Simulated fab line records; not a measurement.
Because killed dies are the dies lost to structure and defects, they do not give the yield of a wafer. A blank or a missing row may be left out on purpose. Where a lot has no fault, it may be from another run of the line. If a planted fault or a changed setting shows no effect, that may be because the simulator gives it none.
fab line records	flow nand-harc
[record] lots = 6	wafers = 18	last-day = 33
route steps=1302 shown P_GATE@133
lots that met no fault: from a run of the same line without faults
start-h: start of the lot's first displayed wafer, in hours after the record's first day	wait-h: time in hours since the lot's previous step	" repeats the value in the row above	L1.1+2: a row that stands for several wafers	- either no value or no given start	* or withheld: withheld	< > ~ a bound
route shown NAME@n: NAME is a module with steps in the file, n the number in the route of the first one	usual: mean/standard deviation taken from wafers without a fault	same: alike in all rows	chamber/n: place in a boat	sites: per-site readings	_std_site: how widely they spread, as a standard deviation	_edge_site: mean of outer sites minus mean of inner sites	radius-mm: for every site, how far away it sits from the centre of the wafer	mask NAME#n: copy n	behind: the most recent tool/chamber to have shaped the wafer	hold: reason for holding the lot/hours on hold/outcome of the hold	device: which transistor (n, p or np) failed to switch	end of line: at the end of the route, the tests of the same wafers	a step given without rows: its recipe and nothing more	killed: dies that structure and defects cost at the first sort, which is not the same as the wafer's yield	map: a wafer's dies, x killed, . not, _ none there
set.NAME: setting as actually run; set.NAME@STEP: the setting as run at that earlier step	model.NAME: the simulator's own value behind a step, which no gauge read
lots at some steps of the route; a table a step, a row a wafer
services: when a tool's chamber went out of use (start-h, in hours from the record's first day, below 0 if earlier), for how many hours, and the reason
[[steps]]
[step NHARC_P_GATE_DEHYDRATE_18]
[recipe] temp-c = 150	time-s = 120
[step NHARC_P_GATE_HMDS_19]
[recipe] time-s = 30
[step NHARC_P_GATE_COAT_20]
[recipe] spin-rpm = 1500	resist-thk-nm = 90
[step NHARC_P_GATE_SOFTBAKE_21]
[recipe] temp-c = 105	time-s = 55
[step NHARC_P_GATE_EBR_22]
[step NHARC_P_GATE_EXPOSE_23]
[recipe] na = 1.35	target-cd-nm = 120	dose-mj = 93.91	mask-id = P_GATE
[step NHARC_P_GATE_PEB_24]
[recipe] peb-temp-c = 100	peb-time-s = 65
[step NHARC_P_GATE_DEVELOP_25]
[recipe] develop-time-s = 35	dev-temp-c = 23
[step NHARC_P_GATE_CD_MEAS_26]
[recipe] target-cd-nm = 120	landing-energy-ev = 500
[usual] cd-nm = 120.1/0.62
lot.wafer	tool	chamber	start-h	wait-h	cd-nm
L876.1	cd-sem-03	0	137.58	-	120.9
L876.5	"	0	"	"	120.3
L876.6	"	0	"	"	120.3
L878.2	cd-sem-02	0	167.70	-	120.2
L878.4	"	0	"	"	120.2
L878.5	"	0	"	"	120.4
L879.1	cd-sem-01	0	167.85	-	120.3
L879.4	"	0	"	"	120.3
L879.5	"	0	"	"	119.5
L882.1	cd-sem-02	0	193.87	-	119.9
L882.2	"	0	"	"	119.9
L882.6	"	0	"	"	120.7
L892.3	cd-sem-02	0	298.14	-	119.2
L892.4	"	0	"	"	119.7
L892.6	"	0	"	"	120.5
L893.1	cd-sem-02	0	320.91	-	119.4
L893.5	"	0	"	"	120.3
L893.6	"	0	"	"	120.6
[step NHARC_P_GATE_OVL_MEAS_27]
[usual] overlay-x-nm = 0.1/0.7	overlay-y-nm = 0.2/0.86
lot.wafer	tool	chamber	start-h	wait-h	overlay-x-nm	overlay-y-nm
L876.1	overlay-02	-	137.67	-	0.7	0.0
L876.5	"	-	"	"	1.1	-0.3
L876.6	"	-	"	"	0.3	0.4
L878.2	overlay-01	-	167.79	-	1.4	-0.3
L878.4	"	-	"	"	1.2	0.0
L878.5	"	-	"	"	1.4	-0.9
L879.1	overlay-02	-	167.94	-	-0.3	-0.5
L879.4	"	-	"	"	0.5	-0.2
L879.5	"	-	"	"	0.3	0.0
L882.1	overlay-01	-	193.96	-	-0.5	0.9
L882.2	"	-	"	"	0.3	0.0
L882.6	"	-	"	"	-0.1	-0.4
L892.3	overlay-01	-	298.22	-	-0.7	0.6
L892.4	"	-	"	"	-1.1	0.6
L892.6	"	-	"	"	-1.0	0.6
L893.1	overlay-02	-	321.00	-	0.0	1.9
L893.5	"	-	"	"	0.0	1.3
L893.6	"	-	"	"	0.3	2.0
[step NHARC_P_GATE_INSPECT_28]
[usual] raw-defect-count = 6.5/3
lot.wafer	tool	chamber	start-h	wait-h	raw-defect-count
L876.1	defect-inspect-02	-	137.70	0.0	6
L876.5	"	-	"	"	6
L876.6	"	-	"	"	6
L878.2	defect-inspect-02	-	167.82	0.0	1
L878.4	"	-	"	"	13
L878.5	"	-	"	"	5
L879.1	defect-inspect-02	-	167.97	0.0	9
L879.4	"	-	"	"	9
L879.5	"	-	"	"	9
L882.1	defect-inspect-01	-	194.00	0.0	2
L882.2	"	-	"	"	2
L882.6	"	-	"	"	5
L892.3	defect-inspect-01	-	298.26	0.0	9
L892.4	"	-	"	"	9
L892.6	"	-	"	"	7
L893.1	defect-inspect-02	-	321.04	0.0	8
L893.5	"	-	"	"	9
L893.6	"	-	"	"	5
[step NHARC_P_GATE_DESCUM_31]
[recipe] time-s = 3	o2-flow-sccm = 200	ar-flow-sccm = 0	bias-power-w = 0	chemistry = O2
[usual] drypump-motor-current-A = 5.7/0.56	o2-flow-sccm = 200.0/0.64	oes-product-au = 0.999/0.012	rf-vpp-V = 57.7/0.9	showerhead-plenum-p-Torr = 1.91/0.092	throttle-valve-pct = 11.311/0.0091
lot.wafer	tool	chamber	start-h	wait-h	drypump-motor-current-A	o2-flow-sccm	oes-product-au	rf-hours-counter-h	rf-vpp-V	showerhead-plenum-p-Torr	throttle-valve-pct
L876.1	rie-diel-12	2	137.79	0.1	6.1	200.5	1.008	1.4	57.9	2.03	11.307
L876.6	"	3	"	"	5.7	201.2	1.023	-	57.5	1.92	11.310
L876.5	"	0	"	"	6.7	199.3	0.995	-	57.5	2.02	11.313
L878.2	rie-diel-12	3	167.88	0.1	5.7	199.9	1.029	2.1	57.0	1.92	11.314
L878.4	"	1	"	"	5.8	199.5	0.974	2.7	57.0	1.85	11.300
L878.5	"	0	"	"	6.6	199.6	0.987	-	58.4	2.02	11.310
L879.4	rie-diel-02	3	168.04	0.1	4.8	200.2	0.995	6.4	58.0	1.80	11.294
L879.1	"	0	"	"	5.9	200.3	1.004	6.5	58.6	2.06	11.309
L879.5	"	2	"	"	5.8	200.0	1.008	-	56.7	1.88	11.321
L882.1	rie-diel-12	2	194.07	0.1	6.2	200.3	1.001	5.7	57.7	2.03	11.309
L882.2	"	0	"	"	6.6	200.1	1.000	4.6	57.4	2.02	11.305
L882.6	"	1	"	"	5.8	198.7	0.995	-	57.8	1.84	11.314
L892.3	rie-diel-12	2	298.32	0.1	6.2	199.1	1.006	0.2	57.4	2.03	11.322
L892.4	"	0	"	"	6.7	199.8	0.994	0.3	58.4	2.02	11.303
L892.6	"	3	"	"	5.7	200.6	0.994	-	58.8	1.91	11.313
L893.1	rie-diel-02	1	321.12	0.1	4.8	200.6	0.987	4.5	57.5	1.82	11.322
L893.6	"	2	"	"	5.7	198.5	1.001	-	56.3	1.88	11.297
L893.5	"	3	"	"	4.8	199.7	0.999	-	57.4	1.80	11.325
[step NHARC_P_GATE_ETCH_104]
[recipe] target-depth-a = 600	time-s = withheld	cf4-flow-sccm = 100	chf3-flow-sccm = 30	ar-flow-sccm = 0	rf-w = 500	bias-w = 200	chemistry = CF4/CHF3
[usual] drypump-motor-current-A = 5.7/0.56	oes-product-au = 0.950/0.027	rf-fwd-power-W = 492.5/2.4	rf-vpp-V = 370.4/2.4	showerhead-plenum-p-Torr = 1.57/0.07	throttle-valve-pct = 16.803/0.0088
lot.wafer	tool	chamber	start-h	wait-h	drypump-motor-current-A	oes-product-au	rf-fwd-power-W	rf-vpp-V	showerhead-plenum-p-Torr	throttle-valve-pct
L876.1	rie-diel-12	2	137.86	0.1	6.2	0.972	492.5	374.9	1.67	16.809
L876.5	"	0	"	"	6.6	0.947	491.3	373.6	1.66	16.799
L876.6	"	1	"	"	5.8	0.960	491.6	369.7	1.52	16.798
L878.2	rie-diel-12	2	167.98	0.1	6.2	1.044	550.1	374.7	1.67	16.805
L878.4	"	3	"	"	5.7	1.060	549.2	370.8	1.58	16.796
L878.5	"	0	"	"	6.6	1.015	551.8	372.6	1.66	16.822
L879.4	rie-diel-02	2	168.13	0.1	5.8	0.919	488.0	368.8	1.55	16.810
L879.1	"	3	"	"	4.8	0.912	497.6	367.7	1.49	16.799
L879.5	"	1	"	"	4.8	0.906	493.0	367.6	1.50	16.797
L882.2	rie-diel-12	0	194.15	0.1	6.6	0.969	551.1	373.8	1.65	16.794
L882.1	"	3	"	"	5.7	1.010	548.9	371.0	1.58	16.806
L882.6	"	1	"	"	5.8	0.970	552.8	370.1	1.52	16.790
L892.4	rie-diel-12	1	298.41	0.1	5.8	0.925	493.5	368.6	1.52	16.807
L892.3	"	2	"	"	6.2	0.935	491.3	373.2	1.66	16.797
L892.6	"	0	"	"	6.6	0.916	493.5	372.2	1.65	16.801
L893.1	rie-diel-02	1	321.49	0.4	4.8	0.920	494.3	368.6	1.50	16.804
L893.6	"	3	"	"	4.8	0.923	497.1	368.6	1.48	16.779
L893.5	"	0	"	"	5.9	0.912	498.0	373.2	1.69	16.792
[step NHARC_P_GATE_HM_OPEN_105]
[recipe] target-depth-a = 3600	o2-flow-sccm = 400	cos-flow-sccm = 20	ar-flow-sccm = 0	rf-w = 500	bias-w = 300	chemistry = O2/COS
[usual] drypump-motor-current-A = 5.7/0.57	o2-flow-sccm = 400.1/1.2	oes-product-au = 0.999/0.013	rf-vpp-V = 467/3.1	showerhead-plenum-p-Torr = 3.11/0.14	throttle-valve-pct = 28.330/0.0086
lot.wafer	tool	chamber	start-h	wait-h	drypump-motor-current-A	o2-flow-sccm	oes-product-au	rf-hours-counter-h	rf-vpp-V	showerhead-plenum-p-Torr	throttle-valve-pct
L876.1	rie-diel-12	3	-	-	5.7	401.0	1.019	1.3	468	3.13	28.335
L876.5	"	2	"	"	6.2	400.7	0.988	-	471	3.31	28.332
L876.6	"	3	"	"	5.7	400.2	1.018	-	467	3.13	28.316
L878.2	rie-diel-12	1	-	-	5.8	399.0	0.988	2.7	464	3.02	28.337
L878.4	"	2	"	"	6.2	401.0	0.999	2.3	471	3.31	28.320
L878.5	"	2	"	"	6.2	399.8	1.008	-	471	3.30	28.325
L879.4	rie-diel-02	1	-	-	4.8	397.5	0.988	7.2	463	2.98	28.336
L879.1	"	2	"	"	5.8	397.1	1.003	7.0	467	3.07	28.323
L879.5	"	1	"	"	4.8	400.5	0.987	-	465	2.98	28.322
L882.1	rie-diel-12	0	-	-	6.6	399.2	0.984	4.6	470	3.28	28.339
L882.2	"	1	"	"	5.8	398.1	0.980	5.8	465	3.02	28.315
L882.6	"	2	"	"	6.2	401.5	0.998	-	471	3.30	28.309
L892.3	rie-diel-12	3	-	-	5.7	400.3	1.012	0.3	466	3.12	28.331
L892.4	"	0	"	"	6.6	398.8	0.998	0.3	470	3.28	28.326
L892.6	"	0	"	"	6.6	398.4	0.997	-	471	3.28	28.346
L893.1	rie-diel-02	1	-	-	4.8	401.1	0.983	4.6	464	2.98	28.336
L893.5	"	2	"	"	5.7	399.4	0.995	-	464	3.07	28.338
L893.6	"	3	"	"	4.8	398.5	0.994	-	463	2.94	28.336
[[services]]
tool	chamber	start-h	hours	kind
rie-diel-12	0	124.90	-	clean
rie-diel-12	1	124.90	-	clean
rie-diel-12	2	124.90	-	clean
rie-diel-12	3	124.90	-	clean
rie-diel-12	0	149.40	-	clean
rie-diel-12	1	149.40	-	clean
rie-diel-12	2	149.40	-	clean
rie-diel-12	3	149.40	-	clean
rie-diel-12	0	173.90	-	clean
rie-diel-12	1	173.90	-	clean
rie-diel-12	2	173.90	-	clean
rie-diel-12	3	173.90	-	clean
rie-diel-12	0	198.40	-	clean
rie-diel-12	1	198.40	-	clean
rie-diel-12	2	198.40	-	clean
rie-diel-12	3	198.40	-	clean
rie-diel-02	-	216.70	9.0	pm
rie-diel-12	0	222.90	-	clean
rie-diel-12	1	222.90	-	clean
rie-diel-12	2	222.90	-	clean
rie-diel-12	3	236.02	4.3	repair
rie-diel-12	2	266.34	1.9	repair
rie-diel-12	-	268.40	9.0	pm
rie-diel-02	3	313.96	6.5	repair
[[key]]
[first-sign] step = NHARC_P_GATE_ETCH_104	reading = rf-fwd-power-W	direction = up	sigmas = 24	usual = *	struck = *
[effect] step = NHARC_P_GATE_ETCH_104	reading = oes-product-au	direction = up	sigmas = 2.3	usual = 0.950	struck = 1.011
met-at NHARC_P_GATE_ETCH_104
struck-wafers L878.2,L878.4,L878.5,L882.1,L882.2,L882.6
tester-left-out L878,L882
onset-between 137.86 167.98
[fault] kind = process-parameter-drift	tool = rie-diel-12	chamber = -	onset-h = 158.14	steps = NHARC_P_GATE_ETCH_104	channel = rf-w	offset = *	shape = step	end-h = 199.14	acts-in = *	stated = *
// tester-left-out: of these lots the tester's yield and bins aren't shown, on N5 and GAA mostly nor the transistor test; their killed dies are dies lost to structure and defects alone, not to doping, threshold or leakage, so they don't give the yield
